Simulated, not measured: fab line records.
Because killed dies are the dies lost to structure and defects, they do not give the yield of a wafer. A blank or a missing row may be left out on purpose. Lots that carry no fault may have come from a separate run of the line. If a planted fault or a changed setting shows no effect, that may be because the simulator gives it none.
A struck lot beside a sound one / flow nand-harc / 15 steps out of a route of 1159
Sound: wafers L868.1, L868.4, L868.6. Struck: wafers L871.3, L871.4, L871.5. Last of all comes the cause.
Per side, at each step with rows, come the tool, then ch with its chambers, and then its first start. Under that, the readings that differ: sound wafers / struck wafers / difference of the means / sigmas: that difference in standard deviations of wafers without a fault.
alike: a reading whose means differ by less than 2 such deviations, as well as words and numbers matching on both sides. not compared: withheld readings; readings where some wafer has no value; bounds like >300 that might hide an equal value; numbers whose values overlap and for which the record gives no deviation.
The two part at a step that has a row with sigmas, a row that says differs or no value, or rows on one side only. Non-overlapping numbers with no deviation appear without sigmas and do not part them. Lack of a reading on every wafer of one side parts them only where that side has two or more wafers.

first, 1 step without rows for these wafers: NHARC_A_ONON_D1_DEP_09 (target thk 1000 nm).
NHARC_A_ONON_D1_THK_MEAS_11: measures by ellipsometry.
  sound on film-metro-02 at day 9 15:00; struck on film-metro-01 at day 10 17:59
  alike: thk-nm
after that, 1 step with no rows for these wafers: NHARC_A_ONON_D1_DEP_12 (target thk 1000 nm).
NHARC_A_ONON_D1_THK_MEAS_14: measures by ellipsometry.
  sound on film-metro-01 at day 9 15:35; struck on film-metro-01 at day 10 18:33
  alike: thk-nm
then, 2 steps without rows for these wafers: NHARC_A_ONON_D1_ANNEAL_15 (time 3600 s); NHARC_A_ONON_D1_DEP_16 (target thk 1000 nm).
NHARC_A_ONON_D1_THK_MEAS_18: measures by ellipsometry.
  sound on film-metro-01 at day 9 22:31; struck on film-metro-02 at day 11 01:43
  alike: thk-nm
after that, 1 step with no rows for these wafers: NHARC_A_ONON_D1_DEP_19 (target thk 1000 nm).
NHARC_A_ONON_D1_THK_MEAS_21: measures by ellipsometry.
  sound on film-metro-02 at day 9 23:05; struck on film-metro-02 at day 11 02:17
  alike: thk-nm
after that, 1 step with no rows for these wafers: NHARC_A_ONON_D1_DEP_22 (target thk 1000 nm).
NHARC_A_ONON_D1_THK_MEAS_24: measures by ellipsometry.
  sound on film-metro-01 at day 9 23:39; struck on film-metro-01 at day 11 02:50
  alike: thk-nm
NHARC_A_ONON_D1_DEP_25: target thk 1000 nm.
  sound on pecvd-onon-04 ch 0, day 9 23:50; struck on pecvd-onon-01 ch 0, day 11 03:01
  alike: nh3-flow-sccm, sih4-flow-sccm
NHARC_A_ONON_D1_THK_MEAS_27: measures by ellipsometry.
  sound on film-metro-01 at day 10 00:21; struck on film-metro-02 at day 11 03:25
reading=thk-nm (nm); sound=1005 1004 1005; struck=585 584 587; difference=-419; sigmas=-38
after that, 1 step with no rows for these wafers: NHARC_A_ONON_D1_DEP_28 (target thk 1000 nm).
-- jump in the record: it breaks off in module A_ONON_D1 and resumes in module END (first step shown: number 1159 of the route), and 11 days separate the struck wafers' starts before and after --
NHARC_END_SORT_01:
  at this point the record logs the struck wafers (prober-01 ch 0, day 22 07:31) and has no rows for the sound ones

## WHERE THEY PART
At NHARC_A_ONON_D1_THK_MEAS_27 first; at NHARC_END_SORT_01 last (within this record only).

WHY: whatever the simulator had introduced
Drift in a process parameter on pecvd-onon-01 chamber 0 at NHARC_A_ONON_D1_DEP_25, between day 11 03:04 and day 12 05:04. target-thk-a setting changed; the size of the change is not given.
